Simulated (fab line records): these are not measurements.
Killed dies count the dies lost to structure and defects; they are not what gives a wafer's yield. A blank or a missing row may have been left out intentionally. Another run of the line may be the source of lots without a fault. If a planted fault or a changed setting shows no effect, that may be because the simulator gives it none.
fab line records ; flow nand-harc
[record] lots = 6; wafers = 18; last-day = 32
route steps=1302 shown A_ONON_D1@430
lots that met no fault: taken from a fault-free run of the same line
start-h: start of the lot's first displayed wafer, in hours after the record's first day ; wait-h: hours since the lot's step before ; " the same as in the row above ; L1.1+2: several wafers, shown together as one row ; - no value, or no start was given ; * or withheld: withheld ; < > ~ a bound
route shown NAME@n: names a module that has steps shown in the file, with the first one's number in the route ; usual: mean and standard deviation over wafers with no fault ; same: alike in all rows ; chamber/n: place in a boat ; sites: per-site readings ; _std_site: their standard deviation ; _edge_site: outer sites' mean less inner sites' ; radius-mm: for every site, how far away it sits from the centre of the wafer ; mask NAME#n: copy n ; behind: the tool/chamber that last shaped the wafer ; hold: reason for holding the lot/hours on hold/outcome of the hold ; device: which transistor (n, p or np) failed to switch ; end of line: tests of these same wafers at the route's end ; for a step that has no rows: nothing shown but its recipe ; killed: dies that structure and defects cost at the first sort, which is not the same as the wafer's yield ; map: a wafer's dies, marking killed ones x, the rest . and places with no die _
set.NAME: the run value of the setting; set.NAME@STEP: its run value at that earlier step ; model.NAME: the simulator's own value behind a step, which no gauge read
a table for each step, a row for each wafer; lots at some steps of the route
services: when a tool's chamber went out of use (start-h, in hours from the record's first day, below 0 if earlier), for how many hours, and the reason
[[steps]]
[step NHARC_A_ONON_D1_DEP_09]
[recipe] target-thk-a = 10000; n2-flow-sccm = 2750; n2o-flow-sccm = 2000; nh3-flow-sccm = 500; sih4-flow-sccm = 210; temp-c = 400
[step NHARC_A_ONON_D1_THK_MEAS_11]
[recipe] thk-meas-gauge = ellipsometry
[usual] thk-nm = 996/9.7
lot.wafer;tool;chamber;start-h;wait-h;thk-nm
L770.1;film-metro-01;-;168.08;-;986
L770.2;film-metro-01;-;168.08;-;986
L770.5;film-metro-01;-;168.08;-;987
L775.3;film-metro-02;-;232.25;-;1001
L775.4;film-metro-02;-;232.25;-;1000
L775.6;film-metro-02;-;232.25;-;1003
L780.1;film-metro-01;-;275.28;-;983
L780.2;film-metro-01;-;275.28;-;981
L780.6;film-metro-01;-;275.28;-;983
L785.2;film-metro-02;-;331.21;-;1013
L785.3;film-metro-02;-;331.21;-;1013
L785.6;film-metro-02;-;331.21;-;1016
L788.1;film-metro-01;-;348.76;-;1000
L788.3;film-metro-01;-;348.76;-;997
L788.5;film-metro-01;-;348.76;-;999
L789.2;film-metro-01;-;363.67;-;997
L789.3;film-metro-01;-;363.67;-;998
L789.5;film-metro-01;-;363.67;-;996
[step NHARC_A_ONON_D1_DEP_12]
[recipe] target-thk-a = 10000; n2-flow-sccm = 2750; n2o-flow-sccm = 2000; nh3-flow-sccm = 500; sih4-flow-sccm = 210; temp-c = 400
[step NHARC_A_ONON_D1_THK_MEAS_14]
[recipe] thk-meas-gauge = ellipsometry
[usual] thk-nm = 995/8.4
lot.wafer;tool;chamber;start-h;wait-h;thk-nm
L770.1;film-metro-01;-;168.65;-;984
L770.2;film-metro-01;-;168.65;-;983
L770.5;film-metro-01;-;168.65;-;983
L775.3;film-metro-01;-;232.81;-;1003
L775.4;film-metro-01;-;232.81;-;1004
L775.6;film-metro-01;-;232.81;-;1004
L780.1;film-metro-02;-;275.85;-;1002
L780.2;film-metro-02;-;275.85;-;1004
L780.6;film-metro-02;-;275.85;-;1001
L785.2;film-metro-02;-;331.78;-;990
L785.3;film-metro-02;-;331.78;-;992
L785.6;film-metro-02;-;331.78;-;993
L788.1;film-metro-02;-;349.32;-;1010
L788.3;film-metro-02;-;349.32;-;1007
L788.5;film-metro-02;-;349.32;-;1011
L789.2;film-metro-01;-;364.24;-;992
L789.3;film-metro-01;-;364.24;-;990
L789.5;film-metro-01;-;364.24;-;991
[step NHARC_A_ONON_D1_ANNEAL_15]
[recipe] temp-c = 750; time-s = 3600
[step NHARC_A_ONON_D1_DEP_16]
[recipe] target-thk-a = 10000; n2-flow-sccm = 2750; n2o-flow-sccm = 2000; nh3-flow-sccm = 500; sih4-flow-sccm = 210; temp-c = 400
[step NHARC_A_ONON_D1_THK_MEAS_18]
[recipe] thk-meas-gauge = ellipsometry
[usual] thk-nm = 1000/9.4
lot.wafer;tool;chamber;start-h;wait-h;thk-nm
L770.1;film-metro-02;-;176.48;-;993
L770.2;film-metro-02;-;176.48;-;993
L770.5;film-metro-02;-;176.48;-;990
L775.3;film-metro-02;-;240.61;-;997
L775.4;film-metro-02;-;240.61;-;996
L775.6;film-metro-02;-;240.61;-;996
L780.1;film-metro-02;-;285.01;-;1011
L780.2;film-metro-02;-;285.01;-;1011
L780.6;film-metro-02;-;285.01;-;1011
L785.2;film-metro-02;-;340.03;-;991
L785.3;film-metro-02;-;340.03;-;991
L785.6;film-metro-02;-;340.03;-;990
L788.1;film-metro-01;-;357.32;-;1004
L788.3;film-metro-01;-;357.32;-;1004
L788.5;film-metro-01;-;357.32;-;1004
L789.2;film-metro-01;-;371.77;-;1001
L789.3;film-metro-01;-;371.77;-;1001
L789.5;film-metro-01;-;371.77;-;1001
[step NHARC_A_ONON_D1_DEP_19]
[recipe] target-thk-a = 10000; n2-flow-sccm = 2750; n2o-flow-sccm = 2000; nh3-flow-sccm = 500; sih4-flow-sccm = 210; temp-c = 400
[step NHARC_A_ONON_D1_THK_MEAS_21]
[recipe] thk-meas-gauge = ellipsometry
[usual] thk-nm = 998/9.3
lot.wafer;tool;chamber;start-h;wait-h;thk-nm
L770.1;film-metro-01;-;177.05;-;1000
L770.2;film-metro-01;-;177.05;-;999
L770.5;film-metro-01;-;177.05;-;999
L775.3;film-metro-01;-;241.18;-;1001
L775.4;film-metro-01;-;241.18;-;1002
L775.6;film-metro-01;-;241.18;-;1002
L780.1;film-metro-02;-;285.58;-;998
L780.2;film-metro-02;-;285.58;-;999
L780.6;film-metro-02;-;285.58;-;996
L785.2;film-metro-01;-;340.59;-;1014
L785.3;film-metro-01;-;340.59;-;1014
L785.6;film-metro-01;-;340.59;-;1015
L788.1;film-metro-01;-;357.89;-;996
L788.3;film-metro-01;-;357.89;-;995
L788.5;film-metro-01;-;357.89;-;996
L789.2;film-metro-01;-;372.34;-;986
L789.3;film-metro-01;-;372.34;-;987
L789.5;film-metro-01;-;372.34;-;988
[step NHARC_A_ONON_D1_DEP_22]
[recipe] target-thk-a = 10000; n2-flow-sccm = 2750; n2o-flow-sccm = 2000; nh3-flow-sccm = 500; sih4-flow-sccm = 210; temp-c = 400
[step NHARC_A_ONON_D1_THK_MEAS_24]
[recipe] thk-meas-gauge = ellipsometry
[usual] thk-nm = 1001/10
lot.wafer;tool;chamber;start-h;wait-h;thk-nm
L770.1;film-metro-02;-;177.62;-;1002
L770.2;film-metro-02;-;177.62;-;1003
L770.5;film-metro-02;-;177.62;-;1004
L775.3;film-metro-01;-;241.74;-;1021
L775.4;film-metro-01;-;241.74;-;1023
L775.6;film-metro-01;-;241.74;-;1021
L780.1;film-metro-02;-;286.14;-;1002
L780.2;film-metro-02;-;286.14;-;1002
L780.6;film-metro-02;-;286.14;-;1003
L785.2;film-metro-01;-;341.15;-;994
L785.3;film-metro-01;-;341.15;-;993
L785.6;film-metro-01;-;341.15;-;996
L788.1;film-metro-01;-;358.45;-;1007
L788.3;film-metro-01;-;358.45;-;1008
L788.5;film-metro-01;-;358.45;-;1007
L789.2;film-metro-02;-;372.91;-;1029
L789.3;film-metro-02;-;372.91;-;1031
L789.5;film-metro-02;-;372.91;-;1029
[step NHARC_A_ONON_D1_DEP_25]
[recipe] target-thk-a = 10000; n2-flow-sccm = 2750; n2o-flow-sccm = 2000; nh3-flow-sccm = 500; sih4-flow-sccm = 210; temp-c = 400
lot.wafer;tool;chamber;start-h;wait-h
L770.1+2+5;pecvd-onon-01;0;177.67;0.1
L775.3+4+6;pecvd-onon-03;0;241.91;0.2
L780.1+2+6;pecvd-onon-01;0;286.20;0.1
L785.2+3+6;pecvd-onon-01;0;341.27;0.1
L788.1+3+5;pecvd-onon-01;0;358.50;0.1
L789.2+3+5;pecvd-onon-03;0;373.02;0.1
[step NHARC_A_ONON_D1_THK_MEAS_27]
[recipe] thk-meas-gauge = ellipsometry
[usual] thk-nm = 998/8
lot.wafer;tool;chamber;start-h;wait-h;thk-nm
L770.1;film-metro-01;-;178.19;-;996
L770.2;film-metro-01;-;178.19;-;996
L770.5;film-metro-01;-;178.19;-;995
L775.3;film-metro-01;-;242.31;-;1006
L775.4;film-metro-01;-;242.31;-;1006
L775.6;film-metro-01;-;242.31;-;1006
L780.1;film-metro-01;-;286.70;-;1000
L780.2;film-metro-01;-;286.70;-;1000
L780.6;film-metro-01;-;286.70;-;999
L785.2;film-metro-02;-;341.73;-;989
L785.3;film-metro-02;-;341.73;-;963
L785.6;film-metro-02;-;341.73;-;989
L788.1;film-metro-02;-;359.01;-;999
L788.3;film-metro-02;-;359.01;-;973
L788.5;film-metro-02;-;359.01;-;997
L789.2;film-metro-02;-;373.48;-;984
L789.3;film-metro-02;-;373.48;-;985
L789.5;film-metro-02;-;373.48;-;982
[step NHARC_A_ONON_D1_DEP_28]
[recipe] target-thk-a = 10000; n2-flow-sccm = 2750; n2o-flow-sccm = 2000; nh3-flow-sccm = 500; sih4-flow-sccm = 210; temp-c = 400
[[services]]
tool;chamber;start-h;hours;kind
pecvd-onon-03;-;227.07;13.0;pm
pecvd-onon-01;-;269.00;13.0;pm
[[key]]
[first-sign] step = NHARC_A_ONON_D1_THK_MEAS_27; reading = thk-nm; direction = down; sigmas = 3.8; usual = 998; struck = 968
effect none on later readings
met-at NHARC_A_ONON_D1_DEP_25
struck-wafers L785.3,L788.3
sort-left-out L785.3,L788.3
tester-left-out L785,L788
onset-between 286.20 341.27
[fault] kind = process-parameter-drift; tool = pecvd-onon-01; chamber = -; onset-h = 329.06; steps = NHARC_A_ONON_D1_DEP_25; channel = target-thk-a; offset = *; shape = step; end-h = 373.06; scope = struck-wafers-only; acts-in = *; stated = *
// tester-left-out: of these lots the tester's yield and bins aren't shown, on N5 and GAA mostly nor the transistor test; their killed dies are dies lost to structure and defects alone, not to doping, threshold or leakage, so they don't give the yield
// sort-left-out: the simulated sort isn't trusted on such a fault, so these wafers' sort isn't shown, and their yield isn't known
